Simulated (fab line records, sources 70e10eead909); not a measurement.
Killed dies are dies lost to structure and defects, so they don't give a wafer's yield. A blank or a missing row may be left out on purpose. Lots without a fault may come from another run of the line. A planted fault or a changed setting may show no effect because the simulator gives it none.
fab line records | flow nand_harc
record lots=7 wafers=21 last_day=32
route steps=1302 shown A_CONTACT@1100 A_BLC@1107 END@1302
lots that met no fault: from a run of the same line without faults
start_h: hours from the record's first day to the start of the lot's first wafer shown | wait_h: hours since the lot's step before | " the same as in the row above | L1.1+2: a row that stands for several wafers | - no value, or no start given | * or withheld: withheld | < > ~ a bound
route shown NAME@n: a module of which the file shows steps, and the number in the route of the first | usual: mean/standard deviation of fault-free wafers | same: alike in all rows | chamber/n: place in a boat | sites: the reading at each site | _std_site: their standard deviation | _edge_site: outer sites' mean less inner sites' | radius_mm: how far each site lies from the wafer's centre | mask NAME#n: copy n | behind: the tool/chamber that last shaped the wafer | hold: why the lot was held/for how many hours/how that ended | device: the transistor (n, p or np) that didn't switch | end of line: the same wafers' tests at the end of the route | a step without rows: its recipe alone | killed: dies lost to structure and defects at the first sort, not the wafer's yield | map: a wafer's dies, x killed, . not, _ none there
set.NAME: the setting as run; set.NAME@STEP: as run at that earlier step | model.NAME: the simulator's own value behind a step, which no gauge read
lots at some steps of the route; a table a step, a row a wafer
services: from which hour (start_h, from the record's first day; less than 0 if before it) a tool's chamber was out of use, for how many hours, and why
## steps
# step NHARC_A_CONTACT_STRIP_27
# recipe time_s=600 temp_c=30 chemistry=post_etch_residue_remover
# step NHARC_A_CONTACT_ALD_18
# recipe target_thk_a=30 pulse_time_s=1 ald_cycles=150 temp_c=450 material=TiN
# usual heater_power_w=1040/68 precursor_pulse_height_rel=1.001/0.02
# columns lot.wafer tool chamber start_h wait_h heater_power_w precursor_pulse_height_rel
L800.3 ald_metal-02 1 518.58 - 1003 0.985
L800.4 " 3 " " 1091 1.006
L800.5 " 0 " " 941 1.010
L801.2 ald_metal-04 0 539.18 - 989 1.007
L801.3 " 2 " " 1121 1.048
L801.6 " 0 " " 1012 0.978
L805.1 ald_metal-02 2 569.78 - 1100 0.991
L805.3 " 0 " " 961 1.000
L805.6 " 2 " " 1122 0.969
L807.3 ald_metal-04 0 588.54 - 1011 0.989
L807.2 " 3 " " 1076 0.998
L807.6 " 1 " " 1042 0.977
L821.4 ald_metal-02 3 712.89 - 1060 0.998
L821.3 " 0 " " 938 1.005
L821.5 " 2 " " 1161 0.989
L820.4 ald_metal-03 0 714.47 - 1121 1.001
L820.6 " 1 " " 1028 1.016
L820.5 " 2 " " 1077 0.990
L822.2 ald_metal-04 2 726.54 - 1037 0.968
L822.3 " 0 " " 959 0.974
L822.5 " 2 " " 1036 1.012
# step NHARC_A_CONTACT_CVD_19
# recipe target_thk_a=3000 temp_c=300 pressure_torr=40 wf6_flow_sccm=40 h2_flow_sccm=1600 ar_flow_sccm=1560 time_s=802 material=W
# usual heater_power_w=470/91 mfc_h2_sccm=1600/5.2 throttle_valve_pct=8.0/0.31
# columns lot.wafer tool chamber start_h wait_h heater_power_w mfc_h2_sccm throttle_valve_pct
L800.4 cvd_w-02 1 - - 555 1602 8.1
L800.3 " 0 " " 581 1593 7.7
L800.5 " 0 " " 572 1606 7.6
L801.2 cvd_w-02 0 - - 585 1600 7.6
L801.3 " 1 " " 558 1598 8.2
L801.6 " 1 " " 557 1597 7.9
L805.1 cvd_w-02 0 - - 575 1602 7.7
L805.3 " 0 " " 576 1605 7.7
L805.6 " 0 " " 573 1602 7.6
L807.2 cvd_w-02 0 - - 576 1599 7.8
L807.3 " 0 " " 578 1597 7.8
L807.6 " 0 " " 571 1595 7.6
L821.4 cvd_w-02 0 - - 546 1600 7.7
L821.3 " 1 " " 540 1608 7.6
L821.5 " 1 " " 526 1597 7.6
L820.4 cvd_w-01 0 - - 329 1596 8.1
L820.5 " 1 " " 420 1609 8.2
L820.6 " 0 " " 343 1601 8.1
L822.2 cvd_w-01 1 - - 425 1598 8.5
L822.3 " 1 " " 430 1599 8.2
L822.5 " 0 " " 348 1604 8.0
# step NHARC_A_CONTACT_CMP_20
# recipe t_overpolish_s=30 target_thk_nm=300
# usual motor_current_A=11.6/1 overpolish_run_s=29.999/0.0085 retaining_ring_pressure_frac=0.999/0.0051 time_to_endpoint_s=59/3.9
# columns lot.wafer tool chamber start_h wait_h motor_current_A overpolish_run_s retaining_ring_pressure_frac time_to_endpoint_s
L800.4 cmp-04 1 519.69 0.6 12.1 29.999 1.005 62
L800.3 " 2 " " 13.2 30.004 1.003 57
L800.5 " 3 " " 10.5 29.998 1.002 52
L801.3 cmp-03 0 540.29 0.4 11.7 30.005 1.002 65
L801.2 " 1 " " 10.0 30.001 1.006 59
L801.6 " 2 " " 12.1 29.991 0.993 62
L805.1 cmp-03 3 570.89 0.8 11.2 30.010 0.999 64
L805.3 " 0 " " 12.9 29.986 0.993 64
L805.6 " 2 " " 11.7 29.998 0.998 64
L807.3 cmp-03 2 589.68 0.4 12.3 30.001 1.004 65
L807.2 " 3 " " 11.9 30.001 0.990 61
L807.6 " 1 " " 10.5 29.994 1.001 64
L821.3 cmp-03 1 714.02 0.5 10.3 29.987 1.006 55
L821.4 " 2 " " 11.9 30.010 0.994 59
L821.5 " 3 " " 11.7 30.009 1.005 56
L820.4 cmp-03 0 715.57 0.5 12.5 29.992 0.992 63
L820.6 " 1 " " 10.0 30.002 1.004 59
L820.5 " 2 " " 11.6 30.004 0.999 61
L822.2 cmp-01 0 727.63 0.8 10.5 30.011 0.993 53
L822.3 " 2 " " 12.4 30.002 1.001 56
L822.5 " 1 " " 10.5 29.994 1.003 66
# step NHARC_A_CONTACT_SRD_22
# step NHARC_A_CONTACT_INSPECT_23
# usual raw_defect_count=521/130
# columns lot.wafer tool chamber start_h wait_h raw_defect_count
L800.3 defect_inspect-01 - 520.05 0.1 606
L800.4 " - " " 584
L800.5 " - " " 520
L801.2 defect_inspect-01 - 540.65 0.1 332
L801.3 " - " " 347
L801.6 " - " " 309
L805.1 defect_inspect-01 - 571.27 0.1 543
L805.3 " - " " 538
L805.6 " - " " 414
L807.2 defect_inspect-02 - 590.03 0.1 403
L807.3 " - " " 435
L807.6 " - " " 428
L821.3 defect_inspect-01 - 714.38 0.1 504
L821.4 " - " " 477
L821.5 " - " " 456
L820.4 defect_inspect-01 - 715.90 0.1 440
L820.5 " - " " 582
L820.6 " - " " 516
L822.2 defect_inspect-01 - 728.04 0.1 422
L822.3 " - " " 473
L822.5 " - " " 530
# step NHARC_A_BLC_DEHYDRATE_00
# recipe temp_c=150 time_s=120
# step NHARC_A_BLC_HMDS_01
# recipe time_s=30
# step NHARC_A_BLC_COAT_02
# recipe temp_c=260 time_s=75
# step NHARC_A_BLC_COAT_03
# recipe temp_c=225 time_s=65
# step NHARC_A_BLC_COAT_04
# recipe spin_rpm=1500 resist_thk_nm=90
# step NHARC_A_BLC_SOFTBAKE_05
# recipe temp_c=105 time_s=55
# usual heater_power_total_W=188.44/0.13
# columns lot.wafer tool chamber start_h wait_h heater_power_total_W
L800.3 litho_track-04 0 520 - 188.68
L800.4 " 0 " " 188.30
L800.5 " 0 " " 188.52
L801.2 litho_track-01 0 540 - 188.30
L801.3 " 0 " " 188.46
L801.6 " 0 " " 188.37
L805.1 litho_track-06 0 571 - 188.76
L805.3 " 0 " " 188.32
L805.6 " 0 " " 188.37
L807.2 litho_track-01 0 590 - 188.31
L807.3 " 0 " " 188.42
L807.6 " 0 " " 188.34
L821.3 litho_track-06 0 714 - 295.58
L821.4 " 0 " " 295.72
L821.5 " 0 " " 296.09
L820.4 litho_track-06 0 715 - 296.02
L820.5 " 0 " " 296.20
L820.6 " 0 " " 295.68
L822.2 litho_track-06 0 728 - 295.68
L822.3 " 0 " " 295.81
L822.5 " 0 " " 295.52
# step NHARC_A_BLC_EBR_06
# step NHARC_END_SORT_01
# recipe temp_c=25
# usual killed_at_array=56/19 killed_at_other=0.6/1 killed_at_periphery=3.9/2.7 killed_dies=61/19 killed_open=3.3/1.9 killed_short=2.4/1.7
# same gross_dies=677
# columns lot.wafer tool chamber start_h wait_h killed_at_array killed_at_other killed_at_periphery killed_dies killed_open killed_short
L805.1 prober-02 0 614.60 2.5 49 0 8 57 7 2
L805.3 prober-02 0 616.23 3.1 63 1 5 69 4 1
L805.6 prober-02 0 618.69 4.1 40 0 3 43 2 0
# killed by level:class
L805.1 A_SLIT:chamber_film_flake=19 A_CHANNEL_HOLE_D2:chamber_film_flake=10 A_CONTACT:chamber_film_flake=6 A_STAIRCASE:chamber_film_flake=5 A_CHANNEL_FILL_D2:geometric_particle:open=3 P_STI:chamber_film_flake=3 P_M2:chamber_film_flake=2 A_WL_FILL:chamber_film_flake=2
L805.3 A_SLIT:chamber_film_flake=20 A_STAIRCASE:chamber_film_flake=12 A_CHANNEL_HOLE_D1:chamber_film_flake=8 A_CHANNEL_HOLE_D2:chamber_film_flake=7 A_BONDPAD:chamber_film_flake=4 P_ZERO_WELL:chamber_film_flake=3 A_CONTACT:chamber_film_flake=3 A_CHANNEL_FILL_D1:geometric_particle:open=2
L805.6 A_SLIT:chamber_film_flake=18 A_CHANNEL_HOLE_D2:chamber_film_flake=6 A_STAIRCASE:chamber_film_flake=5 A_CONTACT:chamber_film_flake=4 P_ZERO_WELL:chamber_film_flake=2 A_BONDPAD:chamber_film_flake=2 A_ONON_D1:geometric_particle:open=1 A_CHANNEL_FILL_D2:geometric_particle:open=1
## services
# columns tool chamber start_h hours kind
ald_metal-02 0 496.51 3.3 repair
cmp-04 - 503.78 4.0 pm
litho_track-01 - 505.00 7.0 pm
ald_metal-03 2 506.36 24.1 repair
litho_track-06 - 529.00 7.0 pm
cvd_w-01 - 547.00 13.0 pm
cmp-03 - 561.21 4.0 pm
cmp-03 - 573.55 0.3 repair
ald_metal-04 2 595.82 20.0 repair
ald_metal-02 - 610.00 10.0 pm
cmp-03 - 611.68 0.8 repair
cvd_w-02 - 631.00 13.0 pm
cmp-03 - 634.91 1.9 repair
ald_metal-04 - 652.00 10.0 pm
cmp-03 - 659.21 4.0 pm
cvd_w-01 - 662.00 1.0 repair
litho_track-01 - 680.00 7.0 pm
cvd_w-01 1 687.74 5.1 repair
litho_track-06 - 704.00 7.0 pm
cmp-03 - 707.60 0.9 repair
ald_metal-04 0 716.35 1.7 repair
ald_metal-04 - 721.84 0.7 repair
ald_metal-04 3 724.68 4.0 repair
cvd_w-01 - 728.00 13.0 pm
## key
first_sign step=NHARC_A_BLC_SOFTBAKE_05 reading=heater_power_total_W direction=up sigmas=99+ usual=* struck=*
effect none on later readings
met_at NHARC_A_BLC_SOFTBAKE_05
struck_wafers L820.4,L820.5,L820.6,L821.3,L821.4,L821.5,L822.2,L822.3,L822.5
tester_left_out L820,L821,L822
onset_between 571 714
fault kind=process_parameter_drift tool=litho_track-06 chamber=- onset_h=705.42 steps=NHARC_A_BLC_SOFTBAKE_05 channel=time_s offset=* shape=step end_h=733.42 acts_in=* stated=*
# tester_left_out: of these lots the tester's yield and bins aren't shown, on N5 and GAA mostly nor the transistor test; their killed dies are dies lost to structure and defects alone, not to doping, threshold or leakage, so they don't give the yield
